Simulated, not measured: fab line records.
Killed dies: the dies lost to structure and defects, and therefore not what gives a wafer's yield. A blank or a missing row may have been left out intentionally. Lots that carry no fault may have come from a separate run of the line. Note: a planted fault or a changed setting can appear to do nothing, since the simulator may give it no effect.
Matching of chambers -- flow n5_finfet -- N5_MOL_CONTACT_COAG_CMP_28 on cmp-01 has 4 sister chambers
The step polishes, stops on SiNx, t overpolish 0.85 s, target thk 14.522 nm. 22 wafers are shown with their chamber, then 11 later ones without.

## WAFERS PAIRED WITH THEIR CHAMBERS
wafer,chamber,motor_current_A (A),time_to_endpoint_s (s)
L074.4,1,12.5,6.8
L074.5,1,12.0,8.6
L074.6,2,12.6,7.4
L076.3,0,12.0,6.4
L076.4,3,13.9,5.0
L076.6,2,12.8,8.1
L078.3,2,13.3,10.1
L078.4,0,12.7,9.4
L078.5,3,13.7,6.0
L079.1,0,12.5,7.7
L079.4,1,13.2,8.0
L079.5,2,12.3,7.4
L081.2,3,13.8,5.3
L081.3,0,12.4,9.7
L081.6,2,12.8,6.0
L084.1,0,12.4,4.2
L084.3,2,13.6,4.1
L084.6,2,13.9,5.6
L089.2,1,11.5,2.8
L089.3,0,13.5,4.5
L089.4,3,14.2,3.6
L091.3,0,12.8,8.3

SIGNATURES (averages over the wafers above)
reading,chamber 0,chamber 1,chamber 2,chamber 3,scatter within a chamber
motor_current_A,12.614,12.300,13.043,13.900,0.527
time_to_endpoint_s,7.171,6.550,6.957,4.975,2.05
Rule: a wafer's distance from a chamber is the root of the sum, over the readings, of the square of ((its reading less the chamber's mean) divided by the reading's scatter). The wafer belongs to the nearest chamber; if the next one is less than 2 further off, it can't be placed. The scatter is the square root of a quotient: the sum, over the shown wafers, of each reading's squared deviation from its chamber's mean, divided by wafers minus chambers.

## WAFERS MISSING THEIR CHAMBER
wafer,motor_current_A (A),time_to_endpoint_s (s)
L091.4,11.9,5.5
L091.5,12.6,7.0
L092.4,13.0,4.5
L092.5,13.1,6.1
L092.6,12.9,0.7
L093.1,11.9,4.3
L093.4,12.9,4.3
L093.5,12.4,3.4
L094.1,13.9,4.6
L094.2,12.5,2.0
L094.4,12.5,8.4

## EACH ONE'S CHAMBER
wafer,from the rows above,in truth
L091.4,can't be placed: 1 or 0 or 2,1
L091.5,can't be placed: 0 or 1 or 2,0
L092.4,can't be placed: 2 or 0 or 1 or 3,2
L092.5,can't be placed: 2 or 0 or 1 or 3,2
L092.6,can't be placed: 3 or 2 or 1 or 0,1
L093.1,can't be placed: 1 or 0 or 2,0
L093.4,can't be placed: 2 or 0 or 1 or 3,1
L093.5,can't be placed: 1 or 0 or 2 or 3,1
L094.1,can't be placed: 3 or 2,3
L094.2,can't be placed: 1 or 0 or 2 or 3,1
L094.4,can't be placed: 0 or 1 or 2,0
Placed correctly: 0 of 11. Can't be placed from these rows: 11 (the true chamber is among the candidates in 11). Wrongly placed: 0.
